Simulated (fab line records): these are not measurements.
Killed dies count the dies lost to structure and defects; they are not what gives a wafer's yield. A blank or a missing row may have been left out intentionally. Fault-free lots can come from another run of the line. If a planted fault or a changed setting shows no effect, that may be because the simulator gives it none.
Which tool was responsible? | flow nand harc | 33 wafers from 11 lots sampled at 3 of the route's 1159 steps

WHAT THE GAUGES SHOWED, per wafer
NHARC_A_CONTACT_CD_MEAS_42: the cd target is 200 nm.
lot  | measured     | on        | cd nm (nm)
L933 | day 15 19:08 | cd sem-02 | 200.5 200.1 200.2
L936 | day 16 12:49 | cd sem-03 | 200.5 200.7 200.2
L939 | day 17 14:31 | cd sem-02 | 200.7 200.9 201.1
L940 | day 17 19:51 | cd sem-01 | 200.0 199.9 200.3
L941 | day 18 17:31 | cd sem-02 | 200.3 200.0 199.9
L944 | day 19 08:45 | cd sem-02 | 200.7 200.8 199.9
L949 | day 19 21:52 | cd sem-02 | 200.4 200.1 200.4
L955 | day 21 16:51 | cd sem-03 | 200.4 200.8 200.4
L950 | day 21 17:08 | cd sem-02 | 214.4 213.8 213.5
L956 | day 21 20:50 | cd sem-03 | 199.4 199.0 200.1
L954 | day 22 03:38 | cd sem-01 | 212.1 212.0 211.6

WHAT TOOL EACH LOT RAN ON (gives the tool, then ch and the chambers of the sampled wafers, and finally the start)
lot  | NHARC_A_WL_FILL_CVD_20                   | NHARC_A_CONTACT_EXPOSE_39
L933 | cvd w-01 ch 0,1, day 15 19:00 or earlier | arfi scanner-01 ch 0, day 15 19:00
L936 | cvd w-02 ch 0,1, day 16 12:41 or earlier | arfi scanner-02 ch 0, day 16 12:41
L939 | cvd w-01 ch 0,1, day 17 14:22 or earlier | arfi scanner-02 ch 0, day 17 14:22
L940 | cvd w-01 ch 0,1, day 17 19:43 or earlier | arfi scanner-02 ch 0, day 17 19:43
L941 | cvd w-02 ch 0,1, day 18 17:23 or earlier | arfi scanner-03 ch 0, day 18 17:23
L944 | cvd w-02 ch 0,1, day 19 08:37 or earlier | arfi scanner-02 ch 0, day 19 08:37
L949 | cvd w-02 ch 0,1, day 19 21:43 or earlier | arfi scanner-01 ch 0, day 19 21:43
L955 | cvd w-01 ch 0,1, day 21 16:43 or earlier | arfi scanner-03 ch 0, day 21 16:43
L950 | cvd w-02 ch 0,1, day 21 16:59 or earlier | arfi scanner-02 ch 0, day 21 16:59
L956 | cvd w-02 ch 0,1, day 21 20:42 or earlier | arfi scanner-03 ch 0, day 21 20:42
L954 | cvd w-01 ch 0,1, day 22 03:29 or earlier | arfi scanner-02 ch 0, day 22 03:29
- NHARC_A_WL_FILL_CVD_20: deposits W, target thk 75 nm, time 5064 s.
- NHARC_A_CONTACT_EXPOSE_39: exposes mask A CC 3.

AS READ BY THE TOOLS THEMSELVES (means over the sampled wafers that have a number; for cases with no such wafer, the mark the record gives instead)
NHARC_A_WL_FILL_CVD_20.
lot  | tool     | heater power outer w (W) | heater power w (W) | mfc ar sccm (sccm) | throttle valve pct (%)
L933 | cvd w-01 | 255                      | 466                | 1557               | 8.05
L936 | cvd w-02 | 275                      | 507                | 1557               | 8.03
L939 | cvd w-01 | 252                      | 481                | 1565               | 8.19
L940 | cvd w-01 | 249                      | 477                | 1558               | 8.05
L941 | cvd w-02 | 274                      | 503                | 1568               | 7.91
L944 | cvd w-02 | 282                      | 513                | 1558               | 7.87
L949 | cvd w-02 | 276                      | 504                | 1555               | 7.79
L955 | cvd w-01 | 252                      | 476                | 1558               | 7.88
L950 | cvd w-02 | 277                      | 515                | 1557               | 7.88
L956 | cvd w-02 | 281                      | 516                | 1557               | 7.96
L954 | cvd w-01 | 252                      | 466                | 1555               | 8.19

NHARC_A_CONTACT_EXPOSE_39.
lot  | tool            | exposure dose mJ cm2
L933 | arfi scanner-01 | 58.78
L936 | arfi scanner-02 | 58.76
L939 | arfi scanner-02 | 58.77
L940 | arfi scanner-02 | 58.79
L941 | arfi scanner-03 | 58.70
L944 | arfi scanner-02 | 58.79
L949 | arfi scanner-01 | 58.68
L955 | arfi scanner-03 | 58.70
L950 | arfi scanner-02 | 76.62
L956 | arfi scanner-03 | 58.66
L954 | arfi scanner-02 | 73.03

THE ANSWER, worked out from the rows above alone
Rule: the usual values come from the lots themselves. The widest of any qualifying gaps counts: lots, ordered by their means at a reading, are off when they make up no more than a third of the lots, leave a main group of 4 or more, and stand apart from it by 3 or more times the standard deviation of that group's means. Not used: any main group whose means are identical at the precision the tables above print for the reading. A lot without any number at a reading at which 4 lots or more have one is off too. Any other lot the step has rows for is counted as sound. The gauges are gone through in route order, then the tools' own readings, and for those a lot's mean is taken as printed above. At the first step where some lot is off, the reading lying furthest off is the one used; lots without a number count as furthest.
Off at NHARC_A_CONTACT_CD_MEAS_42 (cd nm): L950, L954. Mean 200.3 nm and standard deviation 0.37 in the main group.
If a tool, at a process step before that reading, ran all the lots that are off and no sound lot after the first of them, it fits. Not tried: the gauges at NHARC_A_CONTACT_CD_MEAS_42; whatever is off there is also off at NHARC_A_CONTACT_EXPOSE_39, on other tools, and gauge error can't account for it. NHARC_A_WL_FILL_CVD_20 gives no start for some lots, so the hours and the order of its lots are those of NHARC_A_CONTACT_EXPOSE_39. One fits: arfi scanner-02 at NHARC_A_CONTACT_EXPOSE_39. Its last sound lot is L944 (day 19 08:37), its first lot that is off L950 (day 21 16:59): a fault that began between those two fits.
On the lots that are off, the tool's own readings at NHARC_A_CONTACT_EXPOSE_39 differ by more than 5 times the standard deviation of the sound lots' means, which bears it out; exposure dose mJ cm2 reads 74.83 there versus 58.74 on the sound lots.

WHAT THE SIMULATOR HAD INSERTED
Process parameters drifting: arfi scanner-02 at NHARC_A_CONTACT_EXPOSE_39, beginning at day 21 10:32. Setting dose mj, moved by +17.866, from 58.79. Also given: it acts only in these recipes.
Struck lots among those shown: L950, L954. Same finding as the rule above.
